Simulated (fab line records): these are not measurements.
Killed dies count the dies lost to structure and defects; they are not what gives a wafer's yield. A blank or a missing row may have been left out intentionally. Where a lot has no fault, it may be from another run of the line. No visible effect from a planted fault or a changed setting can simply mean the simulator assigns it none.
fab line records | flow n5_finfet
record lots=5 | wafers=15 | last_day=16
route steps=1938 shown BEOL_M0@722 BEOL_M1@751 BEOL_M4@1111 PASSIVATION@1936
lots that met no fault: from a run of the same line without faults
start_h: hours from the record's opening day to when the first of the lot's shown wafers began | wait_h: time in hours since the lot's previous step | " identical to the entry in the row above | L1.1+2: a single row standing in for several wafers | - value missing, or start not given | * or withheld: withheld | < > ~ a bound
route shown NAME@n: a module of which the file shows steps, and the number in the route of the first | usual: mean/standard deviation of fault-free wafers | same: alike in all rows | chamber/n: place in a boat | sites: each site's reading | _std_site: the standard deviation of these | _edge_site: the outer-site mean with the inner-site mean subtracted | radius_mm: for every site, how far away it sits from the centre of the wafer | mask NAME#n: copy n | behind: the last tool/chamber to shape the wafer | hold: why the lot went on hold/how many hours it stayed there/how the hold came to an end | device: transistor that didn't switch, given as n, p or np | end of line: tests of these same wafers at the route's end | where a step has no rows: the recipe by itself | killed: the dies lost at the first sort to structure and to defects; this is not the yield of the wafer | map: the dies of a wafer, with x for killed, . for not killed, _ for no die there
set.NAME: the setting that was run; set.NAME@STEP: the one run at that earlier step | model.NAME: the simulator's own value behind a step, which no gauge read
lots seen at some steps along the route; tables by step, rows by wafer
services: a tool's chamber out of use, with start hour (start_h, from the record's first day; less than 0 if before it), hours out, and reason
## steps
# step N5_BEOL_M0_STRIP_142
# recipe chemistry=N2/H2 | time_s=10 | power_w=450 | temp_c=40 | pressure_mtorr=20 | rf_frequency_hz=6e+07 | bias_power_w=7 | n2_flow_sccm=200 | h2_flow_sccm=200
# step N5_BEOL_M0_HM_STRIP_129
# recipe chemistry=peroxide_tin_strip | material=TiN | target_depth_a=170 | temp_c=50 | time_s=108
# step N5_BEOL_M0_SRD_130
# recipe time_s=30 | temp_c=23 | rinse_liquid=diw | dry=ipa_marangoni
# step N5_BEOL_M0_ETCH_109
# recipe chemistry=CH3F/O2 | target_depth_a=80 | overetch_a=24 | target=SiCN | time_s=27.4 | ion_energy_ev=120 | pressure_mtorr=30 | source_w=395 | bias_w=75 | Ar_flow_sccm=150 | CH3F_flow_sccm=30 | O2_flow_sccm=20
# step N5_BEOL_M0_STRIP_139
# recipe chemistry=post_etch_residue_remover | time_s=60 | temp_c=25 | remover_ph=withheld | remover_water_wt_pct=withheld | remover_fluoride_wt_pct=withheld
# step N5_BEOL_M0_SRD_111
# recipe time_s=30 | temp_c=23 | rinse_liquid=diw | dry=ipa_marangoni
# step N5_BEOL_M0_DEGAS_112
# recipe ambient=vacuum | temp_c=250 | time_s=60
# step N5_BEOL_M0_PRE_CLEAN_113
# recipe gas=H2/He | time_s=30 | temp_c=250
# step N5_BEOL_M0_ALD_136
# recipe material=TaN | target_thk_a=* | temp_c=275 | ald_precursor_family=PDMAT | ald_co_reactant=NH3 | pressure_torr=3 | carrier_flow_sccm=1500 | pulse_time_s=2 | purge_time_s=3 | co_reactant_purge_time_s=2 | co_reactant_pulse_time_s=3 | ald_cycles=30 | precursor_vessel_temp_c=75 | precursor_vessel_pressure_torr=26.25 | precursor_vessel_carrier_sccm=1000
# step N5_BEOL_M0_SURFACE_TREAT_137
# recipe gas=Ar | time_s=* | ion_energy_ev=* | ion_current_ma_cm2=0.5 | pressure_mtorr=* | ar_flow_sccm=30
# step N5_BEOL_M0_CVD_115
# recipe material=Co | target_thk_a=* | temp_c=withheld | precursor=CCTBA/H2 | pressure_torr=30 | time_s=120
# step N5_BEOL_M0_SPUTTER_116
# recipe material=Cu | target_thk_a=40 | temp_c=-20 | chamber_pressure_pa=0.07 | power_w=withheld | time_s=7.37
# usual chamber_pressure_pa=0.07/0.00015 | chuck_gas_flow_sccm=1.26/0.054 | chuck_sensor_temp_C=-16.0/0.59 | throttle_valve_pct=29.9/1.2
lot.wafer | tool           | chamber | start_h | wait_h | chamber_pressure_pa | chuck_gas_flow_sccm | chuck_sensor_temp_C | throttle_valve_pct
L553.1    | pvd_sputter-01 | -       | 161.44  | 0.1    | -                   | -                   | -                   | -
L553.3    | "              | -       | "       | "      | -                   | -                   | -                   | -
L553.5    | "              | -       | "       | "      | -                   | -                   | -                   | -
L554.2    | pvd_sputter-01 | -       | 162.76  | 0.1    | -                   | -                   | -                   | -
L554.3    | "              | -       | "       | "      | -                   | -                   | -                   | -
L554.5    | "              | -       | "       | "      | -                   | -                   | -                   | -
L555.1    | pvd_sputter-02 | -       | 170.21  | 0.5    | -                   | -                   | -                   | -
L555.3    | "              | -       | "       | "      | -                   | -                   | -                   | -
L555.4    | "              | -       | "       | "      | -                   | -                   | -                   | -
L565.1    | pvd_sputter-01 | -       | 227.49  | 0.1    | 0.07032             | 1.23                | -16.5               | 30.9
L565.5    | "              | -       | "       | "      | 0.07001             | 1.24                | -16.8               | 31.9
L565.6    | "              | -       | "       | "      | 0.07028             | 1.27                | -16.3               | 30.8
L566.3    | pvd_sputter-01 | -       | 234.58  | 0.4    | 0.06992             | 1.23                | -16.1               | 30.8
L566.4    | "              | -       | "       | "      | 0.07041             | 1.32                | -16.8               | 31.9
L566.6    | "              | -       | "       | "      | 0.07034             | 1.32                | -16.6               | 31.8
# step N5_BEOL_M0_ANNEAL_117
# recipe temp_c=400 | time_s=60 | ambient=vacuum
# step N5_BEOL_M0_SPUTTER_132
# recipe material=Cu | target_thk_a=40 | temp_c=-20 | chamber_pressure_pa=0.07 | power_w=withheld | time_s=7.37
# step N5_BEOL_M0_ANNEAL_133
# recipe temp_c=400 | time_s=60 | ambient=vacuum
# step N5_BEOL_M0_SPUTTER_134
# recipe material=Cu | target_thk_a=40 | temp_c=-20 | chamber_pressure_pa=0.07 | power_w=withheld | time_s=7.37
# step N5_BEOL_M0_ANNEAL_135
# recipe temp_c=400 | time_s=60 | ambient=vacuum
# step N5_BEOL_M0_SPUTTER_141
# recipe material=Cu | target_thk_a=40 | temp_c=-20 | chamber_pressure_pa=0.07 | power_w=withheld | time_s=7.37
# step N5_BEOL_M0_ECD_118
# recipe material=Cu | target_thk_a=3000
# step N5_BEOL_M0_ANNEAL_119
# recipe temp_c=225 | time_s=90 | ambient=N2
# step N5_BEOL_M0_CMP_120
# recipe stop_on=SiOC | t_overpolish_s=6.9 | down_force_psi=1 | platen_rpm=50 | clearing_platen_down_force_psi=1.5 | clearing_platen_rpm=50 | post_cmp_clean=cu_alkaline | clearing_platen_pad_velocity_m_s=0.99484 | pad_velocity_m_s=0.99484
# step N5_BEOL_M0_PRE_CLEAN_131
# recipe gas=NH3/H2 | time_s=15 | temp_c=* | rf_power_w=300
# step N5_BEOL_M0_CO_CAP_123
# recipe material=Co | target_thk_a=20 | temp_c=200 | precursor=CCTBA/H2 | pressure_torr=30 | time_s=102.1
# step N5_BEOL_M0_PRE_CLEAN_124
# recipe gas=NH3 | time_s=15 | temp_c=withheld | rf_power_w=300
# step N5_BEOL_M0_DEP_125
# recipe material=SiCN | target_thk_a=80 | temp_c=withheld | precursor=3MS/NH3 | pressure_torr=3 | rf_w=202 | time_s=14
# step N5_BEOL_M1_ILD_DEP_00
# recipe material=SiOC | target_thk_a=790 | temp_c=350 | precursor=DEMS/O2 | pressure_torr=5 | rf_w=500 | time_s=15.3
# step N5_BEOL_M1_PECVD_72
# recipe material=SiO2 | target_thk_a=160 | temp_c=400 | precursor=TEOS/O2 | pressure_torr=5.5 | rf_w=450 | teos_flow_sccm=53.8 | gas=O2 | flow_sccm=3000 | time_s=18
# step N5_BEOL_M1_HM_DEP_02
# recipe material=TiN | target_thk_a=200 | temp_c=25 | chamber_pressure_pa=0.49996
# step N5_BEOL_M1_COAT_61
# recipe resist=SOC | temp_c=250 | time_s=60 | spin_rpm=1500 | resist_thk_nm=60
# step N5_BEOL_M1_COAT_62
# recipe resist=SiARC | temp_c=220 | time_s=60 | spin_rpm=1500 | resist_thk_nm=12
# step N5_BEOL_M1_COAT_73
# recipe resist=underlayer | temp_c=205 | time_s=60 | spin_rpm=1500 | resist_thk_nm=5
# step N5_BEOL_M1_COAT_05
# recipe resist=CAR-EUV | spin_rpm=1500 | resist_thk_nm=30
# step N5_BEOL_M1_EBR_07
# recipe solvent=PGMEA | ebr_width_mm=1.5
# step N5_BEOL_M1_SOFTBAKE_06
# recipe temp_c=110 | time_s=60 | resist=CAR-EUV
# step N5_BEOL_M1_EXPOSE_08
# recipe mask_id=M1 | na=0.33 | source_shape=dipole | sigma_inner=0.369 | sigma_outer=0.767 | polarization=unpolarized | dose_mj=33
# step N5_BEOL_M1_PEB_09
# recipe peb_temp_c=100 | peb_time_s=60 | resist=CAR-EUV
# step N5_BEOL_M1_DEVELOP_10
# recipe develop_time_s=30 | developer=TMAH | resist=CAR-EUV | rinse_liquid=surfactant_rinse | dry=air_spin | dev_temp_c=23
# step N5_BEOL_M4_RC_MEAS_101
# usual DIBL_N=36.9/1.6 | DIBL_P=37.1/2 | IOFF_N=0.17/0.032 | IOFF_P=0.22/0.036 | ION_N=674/12 | ION_P=463/7.8 | SS_N=71.7/0.63 | SS_P=73.5/0.62 | VT_N=249/3.3 | VT_P=-250/3.5
lot.wafer | tool      | chamber | start_h | wait_h | DIBL_N[mV/V] | DIBL_P[mV/V] | IOFF_N[nA/um] | IOFF_P[nA/um] | ION_N[uA/um] | ION_P[uA/um] | SS_N[mV/dec] | SS_P[mV/dec] | VT_N[mV] | VT_P[mV]
L553.1    | prober-01 | 0       | 209.36  | 0.0    | 37.5         | 38.3         | 0.19          | 0.25          | 687          | 464          | 72.7         | 73.7         | 247      | -247
L553.3    | "         | 0       | "       | "      | 34.8         | 36.2         | 0.14          | 0.22          | 675          | 467          | 70.9         | 72.7         | 251      | -247
L553.5    | "         | 0       | "       | "      | 38.2         | 39.9         | 0.22          | 0.29          | 694          | 478          | 72.5         | 74.2         | 244      | -244
L554.2    | prober-01 | 0       | 221.10  | 0.2    | 37.9         | 37.9         | 0.20          | 0.26          | 689          | 470          | 72.1         | 73.9         | 247      | -248
L554.3    | "         | 0       | "       | "      | 36.4         | 35.9         | 0.16          | 0.21          | 676          | 464          | 71.6         | 73.7         | 248      | -252
L554.5    | "         | 0       | "       | "      | 37.9         | 37.6         | 0.19          | 0.25          | 688          | 471          | 71.0         | 74.1         | 245      | -246
L555.1    | prober-01 | 0       | 236.56  | 0.0    | 37.3         | 39.2         | 0.18          | 0.24          | 681          | 466          | 71.1         | 73.2         | 248      | -249
L555.3    | "         | 0       | "       | "      | 34.0         | 36.7         | 0.14          | 0.20          | 681          | 477          | 70.9         | 72.6         | 249      | -250
L555.4    | "         | 0       | "       | "      | 33.2         | 35.5         | 0.12          | 0.18          | 654          | 452          | 70.6         | 72.2         | 254      | -253
L565.1    | prober-01 | 0       | 280.04  | 0.0    | 37.0         | 36.8         | 0.18          | 0.27          | 683          | 479          | 71.4         | 73.8         | 246      | -244
L565.5    | "         | 0       | "       | "      | 36.4         | 36.7         | 0.18          | 0.27          | 687          | 477          | 71.7         | 73.9         | 246      | -245
L565.6    | "         | 0       | "       | "      | 38.6         | 37.2         | 0.21          | 0.28          | 686          | 472          | 72.9         | 74.7         | 245      | -245
L566.3    | prober-01 | 0       | 281.28  | 0.4    | 36.8         | 34.9         | 0.15          | 0.21          | 691          | 471          | 71.0         | 73.9         | 250      | -248
L566.4    | "         | 0       | "       | "      | 37.9         | 35.1         | 0.17          | 0.23          | 678          | 464          | 71.5         | 73.2         | 249      | -247
L566.6    | "         | 0       | "       | "      | 40.2         | 38.7         | 0.22          | 0.30          | 690          | 477          | 72.4         | 74.6         | 245      | -244
# step N5_PASSIVATION_PROBE_49
# usual defect_limited_yield=90.9/1.6 | killed_at_M0_to_M3=34/11 | killed_at_M4_up=14/5.7 | killed_at_contacts=13/6.5 | killed_at_front_end=43/11 | killed_at_other=4/3.1 | killed_dies=107/19 | killed_open=71/14 | killed_short=35/7.9 | sort_bin_5_function=5.3/1.1 | sort_bin_6_memory=3.4/0.74 | sort_n_pass=1073/19 | sort_yield_pct=90.9/1.6
# same gross_dies=1180 | killed_at_back_side=0 | sort_bin_4_leakage[%]=0 | sort_bin_8_speed[%]=0
lot.wafer | tool      | chamber | start_h | wait_h | defect_limited_yield[%] | killed_at_M0_to_M3 | killed_at_M4_up | killed_at_contacts | killed_at_front_end | killed_at_other | killed_dies | killed_open | killed_short | sort_bin_5_function[%] | sort_bin_6_memory[%] | sort_n_pass | sort_yield_pct[%]
L553.1    | prober-01 | -       | 314.90  | 0.0    | 86.3                    | 90                 | 9               | 14                 | 47                  | 2               | 162         | 61          | 36           | 6.9                    | 6.4                  | 1018        | 86.3
L553.3    | prober-01 | -       | 315.00  | 0.1    | 88.1                    | 63                 | 17              | 19                 | 41                  | 1               | 141         | 59          | 35           | 7.6                    | 4.0                  | 1039        | 88.1
L553.5    | prober-01 | -       | 315.10  | 0.2    | 86.6                    | 66                 | 16              | 9                  | 62                  | 5               | 158         | 73          | 36           | 7.7                    | 5.2                  | 1022        | 86.6
L554.2    | prober-01 | -       | 323.70  | 0.1    | 85.7                    | 97                 | 25              | 10                 | 37                  | 0               | 169         | 67          | 42           | 8.3                    | 5.7                  | 1011        | 85.7
L554.3    | prober-01 | -       | 323.75  | 0.1    | 84.8                    | 86                 | 23              | 21                 | 42                  | 7               | 179         | 83          | 44           | 9.1                    | 5.2                  | 1001        | 84.8
L554.5    | prober-01 | -       | 323.85  | 0.2    | 85.3                    | 92                 | 10              | 10                 | 59                  | 3               | 174         | 73          | 43           | 9.0                    | 4.8                  | 1006        | 85.3
L555.1    | prober-01 | -       | 345.66  | 0.0    | 86.9                    | 87                 | 14              | 20                 | 32                  | 2               | 155         | 72          | 28           | 8.5                    | 4.4                  | 1025        | 86.9
L555.3    | prober-01 | -       | 345.76  | 0.1    | 84.7                    | 83                 | 16              | 29                 | 48                  | 5               | 181         | 92          | 43           | 7.8                    | 6.6                  | 999         | 84.7
L555.4    | prober-01 | -       | 345.81  | 0.2    | 85.1                    | 80                 | 17              | 26                 | 48                  | 5               | 176         | 93          | 32           | 9.9                    | 4.7                  | 1004        | 85.1
L565.1    | prober-02 | -       | 370.52  | 0.0    | 94.8                    | 23                 | 12              | 9                  | 16                  | 1               | 61          | 37          | 23           | 2.7                    | 1.9                  | 1119        | 94.8
L565.5    | prober-02 | -       | 370.72  | 0.2    | 92.7                    | 32                 | 19              | 5                  | 30                  | 0               | 86          | 56          | 28           | 5.0                    | 2.2                  | 1094        | 92.7
L565.6    | prober-02 | -       | 370.77  | 0.3    | 92.5                    | 35                 | 9               | 14                 | 30                  | 1               | 89          | 66          | 23           | 3.7                    | 3.6                  | 1091        | 92.5
L566.3    | prober-02 | -       | 375.43  | 0.1    | 91.5                    | 26                 | 22              | 2                  | 40                  | 10              | 100         | 67          | 33           | 4.7                    | 3.5                  | 1080        | 91.5
L566.4    | prober-02 | -       | 375.48  | 0.2    | 92.4                    | 27                 | 7               | 17                 | 34                  | 5               | 90          | 62          | 25           | 4.7                    | 2.7                  | 1090        | 92.4
L566.6    | prober-02 | -       | 375.58  | 0.3    | 91.2                    | 37                 | 14              | 4                  | 43                  | 6               | 104         | 68          | 34           | 4.4                    | 4.4                  | 1076        | 91.2
# killed by level:class
L553.1 BEOL_M0:interface_void_opened=63 STI_FIN_REVEAL:geometric_particle:open=10 MOL_CONTACT_COAG:geometric_particle:open=9 BEOL_M0_SAQP:geometric_particle:short=8 FIN_SAQP:geometric_particle:open=7 BEOL_M0_SAQP:geometric_particle:open=7 GATE_CUT:geometric_particle:short=5 MOL_CONTACT_COAG:geometric_particle:short=5
L553.3 BEOL_M0:interface_void_opened=47 MOL_CONTACT_COAG:geometric_particle:open=14 GATE_CUT:geometric_particle:short=10 BEOL_M4:geometric_particle:open=8 STI_FIN_REVEAL:geometric_particle:open=7 BEOL_M0_SAQP:geometric_particle:short=5 DUMMY_GATE:geometric_particle:open=5 MOL_CONTACT_COAG:geometric_particle:short=5
L553.5 BEOL_M0:interface_void_opened=49 STI_FIN_REVEAL:geometric_particle:open=13 FIN_SAQP:geometric_particle:open=12 MOL_CONTACT_COAG:geometric_particle:open=9 FIN_SAQP:geometric_particle:short=6 BEOL_M0_SAQP:geometric_particle:short=6 BEOL_M4:geometric_particle:open=6 STARTING-WAFER:geometric_particle:open=6
L554.2 BEOL_M0:interface_void_opened=59 BEOL_M3:geometric_particle:open=10 BEOL_M4:geometric_particle:short=10 MOL_CONTACT_COAG:geometric_particle:open=9 BEOL_M0_SAQP:geometric_particle:short=9 FIN_SAQP:geometric_particle:short=6 STI_FIN_REVEAL:geometric_particle:open=6 BEOL_M0_SAQP:geometric_particle:open=6
L554.3 BEOL_M0:interface_void_opened=44 MOL_CONTACT_COAG:geometric_particle:open=19 BEOL_M3:geometric_particle:open=11 BEOL_M4:geometric_particle:open=11 BEOL_M0_SAQP:geometric_particle:open=10 FIN_SAQP:geometric_particle:short=9 BEOL_M2:geometric_particle:open=8 HKMG_FIN:area_etch=8
L554.5 BEOL_M0:interface_void_opened=53 FIN_SAQP:geometric_particle:open=14 BEOL_M2:geometric_particle:open=11 BEOL_M3:geometric_particle:open=10 STI_FIN_REVEAL:geometric_particle:open=10 FIN_SAQP:geometric_particle:short=9 MOL_CONTACT_COAG:geometric_particle:open=7 GATE_CUT:geometric_particle:short=7
L555.1 BEOL_M0:interface_void_opened=54 MOL_CONTACT_COAG:geometric_particle:open=17 BEOL_M2:geometric_particle:open=11 FIN_SAQP:geometric_particle:short=8 BEOL_M3:geometric_particle:open=8 FIN_SAQP:geometric_particle:open=6 BEOL_M4:geometric_particle:open=6 BEOL_M0_SAQP:geometric_particle:short=5
L555.3 BEOL_M0:interface_void_opened=46 MOL_CONTACT_COAG:geometric_particle:open=18 FIN_SAQP:geometric_particle:open=12 MOL_CONTACT_COAG:geometric_particle:short=11 BEOL_M0_SAQP:geometric_particle:open=10 FIN_SAQP:geometric_particle:short=9 STI_FIN_REVEAL:geometric_particle:open=9 BEOL_M2:geometric_particle:open=8
L555.4 BEOL_M0:interface_void_opened=50 MOL_CONTACT_COAG:geometric_particle:open=22 FIN_SAQP:geometric_particle:open=21 FIN_SAQP:geometric_particle:short=9 BEOL_M2:geometric_particle:open=7 BEOL_M0_SAQP:geometric_particle:open=6 BEOL_M1:geometric_particle:open=5 STI_FIN_REVEAL:geometric_particle:open=4
L565.1 BEOL_M0_SAQP:geometric_particle:short=7 MOL_CONTACT_COAG:geometric_particle:open=7 STI_FIN_REVEAL:geometric_particle:open=6 BEOL_M0_SAQP:geometric_particle:open=6 BEOL_M2:geometric_particle:open=3 BEOL_M4:geometric_particle:short=3 BEOL_M4:geometric_particle:open=3 STI_FIN_REVEAL:geometric_particle:short=2
L565.5 BEOL_M0_SAQP:geometric_particle:open=11 BEOL_M0_SAQP:geometric_particle:short=9 STI_FIN_REVEAL:geometric_particle:open=8 BEOL_M4:geometric_particle:open=7 STARTING-WAFER:geometric_particle:open=6 BEOL_M11:geometric_particle:open=4 DUMMY_GATE:geometric_particle:open=3 MOL_CONTACT_COAG:geometric_particle:open=3
L565.6 MOL_CONTACT_COAG:geometric_particle:open=14 STI_FIN_REVEAL:geometric_particle:open=13 BEOL_M0_SAQP:geometric_particle:short=10 BEOL_M0_SAQP:geometric_particle:open=8 BEOL_M3:geometric_particle:open=7 BEOL_M2:geometric_particle:open=5 DUMMY_GATE:geometric_particle:open=4 STI_FIN_REVEAL:geometric_particle:short=3
L566.3 BEOL_M2:geometric_particle:open=9 STI_FIN_REVEAL:geometric_particle:open=8 BEOL_M4:geometric_particle:open=7 BEOL_M5:geometric_particle:open=7 FIN_SAQP:geometric_particle:short=5 BEOL_M0_SAQP:geometric_particle:open=5 DUMMY_GATE:geometric_particle:open=4 ILD0:geometric_particle:open=4
L566.4 MOL_CONTACT_COAG:geometric_particle:open=13 FIN_SAQP:geometric_particle:open=9 BEOL_M3:geometric_particle:open=8 BEOL_M0_SAQP:geometric_particle:short=7 BEOL_M0_SAQP:geometric_particle:open=7 FIN_SAQP:geometric_particle:short=6 STI_FIN_REVEAL:geometric_particle:open=6 DUMMY_GATE:geometric_particle:open=4
L566.6 BEOL_M3:geometric_particle:open=16 STI_FIN_REVEAL:geometric_particle:open=11 DUMMY_GATE:geometric_particle:open=7 BEOL_M3:geometric_particle:short=5 FIN_SAQP:geometric_particle:short=4 MOL_CONTACT_COAG:geometric_particle:open=4 BEOL_M4:geometric_particle:open=4 SPACER0:geometric_particle:short=3
# map L553.1 (x killed, . not)
_________________.........x.x________________
______________.x................_____________
___________....xxx.....xx.....x....__________
__________...x.............x........_________
________....x..x.x......x.xx.........._______
_______..........x....x...........x....______
______x.............x..................x_____
_____...x...xx......x.....x..............____
____x..x......x...xxx..xx.................___
___.........x......x.......................__
___..x.....x.x...............x.x.........x.__
__x......x..............x...........x......._
__...........x.........x.....x.............._
_x..x......x.x....x............x..x.x......x.
_......x....x....x...........x...x..........x
_.......................x...x....x...x...x...
_x...x...........xx................x.x......x
_....x....x.......x......................xx..
_.........................x..x.......x.......
_......xx.x...........x.....x.x.xx....x......
_......xx...xxx....x.....x.x......x.........x
__.............x.x.........x..x..x..x.x....._
__......x....x...x..x...........x.........x._
___............x....x...x..........x..x....__
___..x..x........x..xx.............x...x...__
____..............x...........x....x......___
_____..........x........x......x.x.......____
______.x.x.....xx...x..xx......xx......x_____
_______x....x.x.......x....x...........______
________...................x.........x_______
__________.........x....x..........._________
___________.x...............x.x....__________
______________..xx.............x_____________
_________________............________________
# map L554.3 (x killed, . not)
_________________............________________
______________....x....x........_____________
___________..x....x................__________
__________...........x.xx..........._________
________.........x...........x........_______
_______..........................x.....______
______...x.......xx............x.x..xx.._____
_____........x.x............x.......x.x..____
____.....x......xx......x.........xx......___
___..x..................x.x...x........x..x__
___xxx..x..x.x.x...........x.x.....x...x...__
__.xxxx...........x.x.........x............._
__.........................................._
_.x..xx........x..........x.........xxx..x...
_.....x.......x......x.xx......x........x....
_..x.....x...x.x...x...x...x..x.x...x........
_.x.......x....x.........x...x.......x.......
_x........xx........x....xx.......x.x.x......
_..........x...............x.................
_..xx...x.x..x...x....................xx.....
_xx.......x.........x..x.....x...........xx..
__...........xx................x............_
__.xx.................x......xx.......x....._
___.....x...........x.xx...x.x.........xx.x__
___..x.............x..x.....x.x.x..........__
____...........x..x..x..........x..xx..x.x___
_____..x....x..x.xx......x...............____
______.xx..x..xxx...x.x................._____
_______............x........xx.x...x...______
________..x..x.x.x................xx.._______
__________...........x..........x..._________
___________.......x.......x...x..x.__________
______________x......x....xxx..._____________
_________________............________________
## services
tool           | chamber | start_h | hours | kind
pvd_sputter-01 | -       | 149.90  | 7.8   | repair
pvd_sputter-01 | -       | 175.05  | 0.9   | repair
## key
first_sign step=N5_BEOL_M0_SPUTTER_116 | reading=tool_record | direction=missing
effect step=N5_PASSIVATION_PROBE_49 | reading=killed_at_M0_to_M3 | direction=up | sigmas=4.6 | usual=34 | struck=83
met_at N5_BEOL_M0_SPUTTER_116
struck_wafers L553.1,L553.3,L553.5,L554.2,L554.3,L554.5,L555.1,L555.3,L555.4
fault kind=skipped_step_whole | tool=pvd_sputter-01,pvd_sputter-02 | chamber=- | onset_h=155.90 | steps=N5_BEOL_M0_SPUTTER_116 | scope=struck_lots_only
